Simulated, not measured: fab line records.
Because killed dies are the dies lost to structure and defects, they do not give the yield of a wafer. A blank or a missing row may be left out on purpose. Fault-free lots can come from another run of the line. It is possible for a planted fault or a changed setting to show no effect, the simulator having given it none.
Matching of chambers / flow n5_finfet / N5_MOL_CONTACT_COAG_ETCH_59 on rie_diel-03: 4 sister chambers
The step etches underlayer in N2/H2, target depth 13 nm, time 10.4 s. 18 wafers are shown with their chamber, then 9 later ones without.

EACH WAFER AND ITS CHAMBER
wafer=L078.1; chamber=1; drypump_motor_current_A (A)=5.8; showerhead_plenum_p_Torr (Torr)=2.70; oes_product_au (a.u.)=0.80
wafer=L078.4; chamber=3; drypump_motor_current_A (A)=5.1; showerhead_plenum_p_Torr (Torr)=2.42; oes_product_au (a.u.)=0.61
wafer=L078.5; chamber=0; drypump_motor_current_A (A)=6.0; showerhead_plenum_p_Torr (Torr)=2.63; oes_product_au (a.u.)=0.62
wafer=L079.2; chamber=1; drypump_motor_current_A (A)=5.8; showerhead_plenum_p_Torr (Torr)=2.70; oes_product_au (a.u.)=0.81
wafer=L079.4; chamber=0; drypump_motor_current_A (A)=6.0; showerhead_plenum_p_Torr (Torr)=2.62; oes_product_au (a.u.)=0.62
wafer=L079.6; chamber=2; drypump_motor_current_A (A)=5.6; showerhead_plenum_p_Torr (Torr)=2.68; oes_product_au (a.u.)=0.71
wafer=L082.2; chamber=1; drypump_motor_current_A (A)=5.8; showerhead_plenum_p_Torr (Torr)=2.70; oes_product_au (a.u.)=0.78
wafer=L082.4; chamber=3; drypump_motor_current_A (A)=5.1; showerhead_plenum_p_Torr (Torr)=2.41; oes_product_au (a.u.)=0.60
wafer=L082.5; chamber=1; drypump_motor_current_A (A)=5.8; showerhead_plenum_p_Torr (Torr)=2.70; oes_product_au (a.u.)=0.77
wafer=L086.1; chamber=0; drypump_motor_current_A (A)=6.0; showerhead_plenum_p_Torr (Torr)=2.62; oes_product_au (a.u.)=0.61
wafer=L086.3; chamber=1; drypump_motor_current_A (A)=5.8; showerhead_plenum_p_Torr (Torr)=2.69; oes_product_au (a.u.)=0.77
wafer=L086.4; chamber=2; drypump_motor_current_A (A)=5.6; showerhead_plenum_p_Torr (Torr)=2.67; oes_product_au (a.u.)=0.68
wafer=L090.1; chamber=3; drypump_motor_current_A (A)=5.1; showerhead_plenum_p_Torr (Torr)=2.41; oes_product_au (a.u.)=0.59
wafer=L090.4; chamber=2; drypump_motor_current_A (A)=5.6; showerhead_plenum_p_Torr (Torr)=2.67; oes_product_au (a.u.)=0.69
wafer=L090.5; chamber=0; drypump_motor_current_A (A)=6.0; showerhead_plenum_p_Torr (Torr)=2.62; oes_product_au (a.u.)=0.61
wafer=L091.1; chamber=3; drypump_motor_current_A (A)=5.1; showerhead_plenum_p_Torr (Torr)=2.40; oes_product_au (a.u.)=0.59
wafer=L091.4; chamber=2; drypump_motor_current_A (A)=5.7; showerhead_plenum_p_Torr (Torr)=2.67; oes_product_au (a.u.)=0.68
wafer=L091.5; chamber=2; drypump_motor_current_A (A)=5.7; showerhead_plenum_p_Torr (Torr)=2.67; oes_product_au (a.u.)=0.69

SIGNATURES, as means of the wafers listed above
reading=drypump_motor_current_A; chamber 0=6.000; chamber 1=5.800; chamber 2=5.640; chamber 3=5.100; scatter within a chamber=0.0293
reading=showerhead_plenum_p_Torr; chamber 0=2.6225; chamber 1=2.6980; chamber 2=2.6720; chamber 3=2.4100; scatter within a chamber=0.00557
reading=oes_product_au; chamber 0=0.6150; chamber 1=0.7860; chamber 2=0.6900; chamber 3=0.5975; scatter within a chamber=0.0128
Rule: for a wafer and a chamber, the distance is found by dividing, reading by reading, the gap between the wafer's reading and the chamber's mean by the reading's scatter, squaring, summing and taking the root. The wafer belongs to the nearest chamber; if the next one is less than 2 further off, it can't be placed. The scatter: the root of (the sum of the squares of (reading less its chamber's mean) over the shown wafers, divided by (wafers less chambers)).

WAFERS WHOSE CHAMBER IS MISSING
wafer=L092.1; drypump_motor_current_A (A)=5.1; showerhead_plenum_p_Torr (Torr)=2.40; oes_product_au (a.u.)=0.59
wafer=L092.4; drypump_motor_current_A (A)=6.0; showerhead_plenum_p_Torr (Torr)=2.61; oes_product_au (a.u.)=0.60
wafer=L092.5; drypump_motor_current_A (A)=5.6; showerhead_plenum_p_Torr (Torr)=2.67; oes_product_au (a.u.)=0.67
wafer=L093.1; drypump_motor_current_A (A)=5.1; showerhead_plenum_p_Torr (Torr)=2.40; oes_product_au (a.u.)=0.59
wafer=L093.4; drypump_motor_current_A (A)=5.8; showerhead_plenum_p_Torr (Torr)=2.69; oes_product_au (a.u.)=0.75
wafer=L093.6; drypump_motor_current_A (A)=5.7; showerhead_plenum_p_Torr (Torr)=2.67; oes_product_au (a.u.)=0.67
wafer=L094.1; drypump_motor_current_A (A)=5.7; showerhead_plenum_p_Torr (Torr)=2.66; oes_product_au (a.u.)=0.68
wafer=L094.5; drypump_motor_current_A (A)=5.6; showerhead_plenum_p_Torr (Torr)=2.66; oes_product_au (a.u.)=0.68
wafer=L094.6; drypump_motor_current_A (A)=5.1; showerhead_plenum_p_Torr (Torr)=2.40; oes_product_au (a.u.)=0.60

EACH ONE'S CHAMBER
wafer=L092.1; from the rows above=3; in truth=3
wafer=L092.4; from the rows above=0; in truth=0
wafer=L092.5; from the rows above=2; in truth=2
wafer=L093.1; from the rows above=3; in truth=3
wafer=L093.4; from the rows above=1; in truth=1
wafer=L093.6; from the rows above=2; in truth=2
wafer=L094.1; from the rows above=2; in truth=2
wafer=L094.5; from the rows above=2; in truth=2
wafer=L094.6; from the rows above=3; in truth=3
Correctly placed: 9 of 9. Not placeable from these rows: 0. Wrongly placed: 0.
